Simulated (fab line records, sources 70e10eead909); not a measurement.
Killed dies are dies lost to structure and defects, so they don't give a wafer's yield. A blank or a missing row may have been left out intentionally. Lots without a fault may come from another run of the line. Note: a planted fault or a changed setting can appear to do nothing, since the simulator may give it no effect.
Matching of chambers || flow nand_harc || NHARC_A_M0_DESCUM_14 on rie_diel-03 has 4 sister chambers
The step chemistry O2, time 3 s. 20 wafers are shown with their chamber, then 10 later ones without.

## EACH WAFER AND ITS CHAMBER
{"wafer": "L076.1", "chamber": 1, "drypump_motor_current_A (A)": 6.0, "rf_vpp_V (V)": 57.8, "oes_product_au (a.u.)": 0.995}
{"wafer": "L076.2", "chamber": 3, "drypump_motor_current_A (A)": 5.7, "rf_vpp_V (V)": 56.8, "oes_product_au (a.u.)": 0.992}
{"wafer": "L076.4", "chamber": 0, "drypump_motor_current_A (A)": 5.5, "rf_vpp_V (V)": 56.7, "oes_product_au (a.u.)": 1.008}
{"wafer": "L079.2", "chamber": 0, "drypump_motor_current_A (A)": 5.5, "rf_vpp_V (V)": 56.2, "oes_product_au (a.u.)": 1.005}
{"wafer": "L079.4", "chamber": 2, "drypump_motor_current_A (A)": 6.0, "rf_vpp_V (V)": 58.9, "oes_product_au (a.u.)": 1.000}
{"wafer": "L079.6", "chamber": 1, "drypump_motor_current_A (A)": 6.0, "rf_vpp_V (V)": 57.5, "oes_product_au (a.u.)": 1.003}
{"wafer": "L082.2", "chamber": 3, "drypump_motor_current_A (A)": 5.6, "rf_vpp_V (V)": 57.6, "oes_product_au (a.u.)": 1.005}
{"wafer": "L082.5", "chamber": 1, "drypump_motor_current_A (A)": 6.0, "rf_vpp_V (V)": 57.9, "oes_product_au (a.u.)": 1.000}
{"wafer": "L082.6", "chamber": 0, "drypump_motor_current_A (A)": 5.5, "rf_vpp_V (V)": 56.9, "oes_product_au (a.u.)": 0.989}
{"wafer": "L081.1", "chamber": 1, "drypump_motor_current_A (A)": 6.0, "rf_vpp_V (V)": 57.3, "oes_product_au (a.u.)": 0.996}
{"wafer": "L081.5", "chamber": 2, "drypump_motor_current_A (A)": 6.0, "rf_vpp_V (V)": 58.7, "oes_product_au (a.u.)": 0.993}
{"wafer": "L081.6", "chamber": 1, "drypump_motor_current_A (A)": 6.0, "rf_vpp_V (V)": 57.7, "oes_product_au (a.u.)": 0.989}
{"wafer": "L084.4", "chamber": 1, "drypump_motor_current_A (A)": 5.9, "rf_vpp_V (V)": 58.1, "oes_product_au (a.u.)": 0.987}
{"wafer": "L084.5", "chamber": 1, "drypump_motor_current_A (A)": 5.9, "rf_vpp_V (V)": 58.7, "oes_product_au (a.u.)": 0.992}
{"wafer": "L084.6", "chamber": 2, "drypump_motor_current_A (A)": 6.0, "rf_vpp_V (V)": 57.4, "oes_product_au (a.u.)": 0.994}
{"wafer": "L086.2", "chamber": 1, "drypump_motor_current_A (A)": 6.0, "rf_vpp_V (V)": 57.9, "oes_product_au (a.u.)": 0.991}
{"wafer": "L086.3", "chamber": 0, "drypump_motor_current_A (A)": 5.5, "rf_vpp_V (V)": 56.5, "oes_product_au (a.u.)": 0.993}
{"wafer": "L086.6", "chamber": 1, "drypump_motor_current_A (A)": 6.0, "rf_vpp_V (V)": 57.2, "oes_product_au (a.u.)": 0.986}
{"wafer": "L088.3", "chamber": 0, "drypump_motor_current_A (A)": 5.5, "rf_vpp_V (V)": 57.2, "oes_product_au (a.u.)": 1.004}
{"wafer": "L088.4", "chamber": 1, "drypump_motor_current_A (A)": 6.0, "rf_vpp_V (V)": 57.7, "oes_product_au (a.u.)": 0.992}

SIGNATURES (averages over the wafers above)
{"reading": "drypump_motor_current_A", "chamber 0": 5.500, "chamber 1": 5.980, "chamber 2": 6.000, "chamber 3": 5.650, "scatter within a chamber": 0.0362}
{"reading": "rf_vpp_V", "chamber 0": 56.700, "chamber 1": 57.780, "chamber 2": 58.333, "chamber 3": 57.200, "scatter within a chamber": 0.491}
{"reading": "oes_product_au", "chamber 0": 0.99980, "chamber 1": 0.99310, "chamber 2": 0.99567, "chamber 3": 0.99850, "scatter within a chamber": 0.00641}
Rule: distance of a wafer from a chamber = root of the sum over the readings of ((wafer's reading minus chamber's mean) / reading's scatter) squared. If the next closest chamber is less than 2 further off than the closest, the wafer can't be placed; otherwise it belongs to the closest. The scatter is the square root of a quotient: the sum, over the shown wafers, of each reading's squared deviation from its chamber's mean, divided by wafers minus chambers.

## WAFERS WITHOUT THEIR CHAMBER
{"wafer": "L088.6", "drypump_motor_current_A (A)": 6.0, "rf_vpp_V (V)": 57.7, "oes_product_au (a.u.)": 1.001}
{"wafer": "L091.2", "drypump_motor_current_A (A)": 6.0, "rf_vpp_V (V)": 57.6, "oes_product_au (a.u.)": 0.982}
{"wafer": "L091.3", "drypump_motor_current_A (A)": 5.5, "rf_vpp_V (V)": 57.4, "oes_product_au (a.u.)": 1.002}
{"wafer": "L091.6", "drypump_motor_current_A (A)": 5.5, "rf_vpp_V (V)": 56.5, "oes_product_au (a.u.)": 1.009}
{"wafer": "L093.2", "drypump_motor_current_A (A)": 6.0, "rf_vpp_V (V)": 56.9, "oes_product_au (a.u.)": 1.003}
{"wafer": "L093.3", "drypump_motor_current_A (A)": 5.7, "rf_vpp_V (V)": 57.6, "oes_product_au (a.u.)": 0.997}
{"wafer": "L093.4", "drypump_motor_current_A (A)": 6.1, "rf_vpp_V (V)": 58.2, "oes_product_au (a.u.)": 1.002}
{"wafer": "L095.1", "drypump_motor_current_A (A)": 6.0, "rf_vpp_V (V)": 57.8, "oes_product_au (a.u.)": 0.996}
{"wafer": "L095.2", "drypump_motor_current_A (A)": 5.7, "rf_vpp_V (V)": 56.8, "oes_product_au (a.u.)": 0.991}
{"wafer": "L095.5", "drypump_motor_current_A (A)": 5.9, "rf_vpp_V (V)": 58.3, "oes_product_au (a.u.)": 0.997}

## WHICH CHAMBER EACH WENT THROUGH
{"wafer": "L088.6", "from the rows above": "can't be placed: 1 or 2", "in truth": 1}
{"wafer": "L091.2", "from the rows above": "can't be placed: 1 or 2", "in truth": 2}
{"wafer": "L091.3", "from the rows above": 0, "in truth": 0}
{"wafer": "L091.6", "from the rows above": 0, "in truth": 0}
{"wafer": "L093.2", "from the rows above": "can't be placed: 1 or 2", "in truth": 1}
{"wafer": "L093.3", "from the rows above": 3, "in truth": 3}
{"wafer": "L093.4", "from the rows above": "can't be placed: 2 or 1", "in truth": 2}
{"wafer": "L095.1", "from the rows above": "can't be placed: 1 or 2", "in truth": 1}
{"wafer": "L095.2", "from the rows above": 3, "in truth": 3}
{"wafer": "L095.5", "from the rows above": "can't be placed: 1 or 2", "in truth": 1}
Placed correctly: 4 of 10. From these rows, 6 cannot be placed; in 6 the true chamber is one of the candidates. Placed wrongly: 0.
